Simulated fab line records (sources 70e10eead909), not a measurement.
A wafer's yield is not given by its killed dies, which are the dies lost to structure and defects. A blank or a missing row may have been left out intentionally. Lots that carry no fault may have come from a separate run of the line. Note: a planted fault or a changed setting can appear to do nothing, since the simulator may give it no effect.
A struck lot beside a sound one ; flow nand_harc ; 14 out of 1302 route steps
Sound: these wafers, L779.2, L779.3, L779.6. The struck wafers were L768.4, L768.5, L768.6. The cause is given at the end.
Order at every step that has rows: each side's tool, ch and its chambers, its first start. Under that, the readings that differ: sound wafers ; struck wafers ; difference of the means ; sigmas: that difference in standard deviations of wafers without a fault.
alike: readings with means less than 2 such deviations apart, plus words and numbers identical on both sides. not compared: withheld readings, readings lacking a value on some wafer, bounds such as >300 that could conceal the same value, and numbers that have no deviation in the record and whose values overlap.
The two part at a step that has a row with sigmas, a row that says differs or no value, or rows on one side only. When numbers do not overlap yet have no deviation, they are printed without sigmas and do not part them. Lack of a reading on every wafer of one side parts them only where that side has two or more wafers.

first, 1 step without rows for these wafers: NHARC_A_ONON_D2_DEP_19 (target thk 1000 nm).
NHARC_A_ONON_D2_THK_MEAS_21: measures by ellipsometry.
  struck on film_metro-01, day 13 11:50; sound on film_metro-01, day 17 10:09
  alike: thk_nm
next comes 1 step that has no rows for these wafers: NHARC_A_ONON_D2_DEP_22 (target thickness 1000 nm).
NHARC_A_ONON_D2_THK_MEAS_24: measures by ellipsometry.
  struck on film_metro-01, day 13 12:25; sound on film_metro-02, day 17 10:43
  alike: thk_nm
next comes 1 step that has no rows for these wafers: NHARC_A_ONON_D2_DEP_25 (target thickness 1000 nm).
NHARC_A_ONON_D2_THK_MEAS_27: measures by ellipsometry.
  struck on film_metro-02, day 13 12:58; sound on film_metro-01, day 17 11:17
reading;sound;struck;difference;sigmas
thk_nm (nm);991 993 994;1013 1011 1011;+19;+3
next comes 1 step that has no rows for these wafers: NHARC_A_ONON_D2_DEP_28 (target thickness 1000 nm).
NHARC_A_ONON_D2_THK_MEAS_30: measures by ellipsometry.
  struck on film_metro-01, day 13 13:32; sound on film_metro-01, day 17 11:51
reading;sound;struck;difference;sigmas
thk_nm (nm);1001 1001 1005;1029 1031 1029;+27;+3
NHARC_A_ONON_D2_DEP_33: deposits SiO2, target thk 200 nm.
  sound on pecvd-04 ch 0,2, day 17 11:54; struck on pecvd-02 ch 0,1,2, day 13 13:44
  alike: heater_power_outer_w, heater_power_w, mfc_precursor_sccm, throttle_valve_pct
NHARC_A_ONON_D2_THK_MEAS_34: measures by ellipsometry.
  struck on film_metro-01, day 13 14:01; sound on film_metro-02, day 17 12:21
  alike: thk_nm
NHARC_A_ONON_D2_INSPECT_32:
  struck on defect_inspect-01, day 13 14:04; sound on defect_inspect-01, day 17 12:26
  alike: raw_defect_count
NHARC_A_CHANNEL_HOLE_D2_DEP_00: deposits aC, target thk 3100 nm.
  sound on acl_dep-02 ch 0, day 17 12:55; struck on acl_dep-01 ch 0, day 13 18:00
  alike: throttle_valve_pct
NHARC_A_CHANNEL_HOLE_D2_DEP_01: deposits SiON, target thk 140 nm.
  sound on pecvd-03 ch 1,2, day 17 14:30; struck on pecvd-02 ch 0,1,2, day 13 19:04
  alike: heater_power_outer_w, heater_power_w
-- the record jumps here: 11 days lie between the struck wafers' starts before and after (it left off in module A_CHANNEL_HOLE_D2 and takes up again in module END, whose first step shown is number 1302 of the route) --
NHARC_END_SORT_01:
  at this point the record logs the struck wafers (prober-01 ch 0, day 24 21:06) and has no rows for the sound ones

## WHERE THEY PART
First at NHARC_A_ONON_D2_THK_MEAS_27; last, within this record, at NHARC_END_SORT_01.

WHY: what the simulator had put in
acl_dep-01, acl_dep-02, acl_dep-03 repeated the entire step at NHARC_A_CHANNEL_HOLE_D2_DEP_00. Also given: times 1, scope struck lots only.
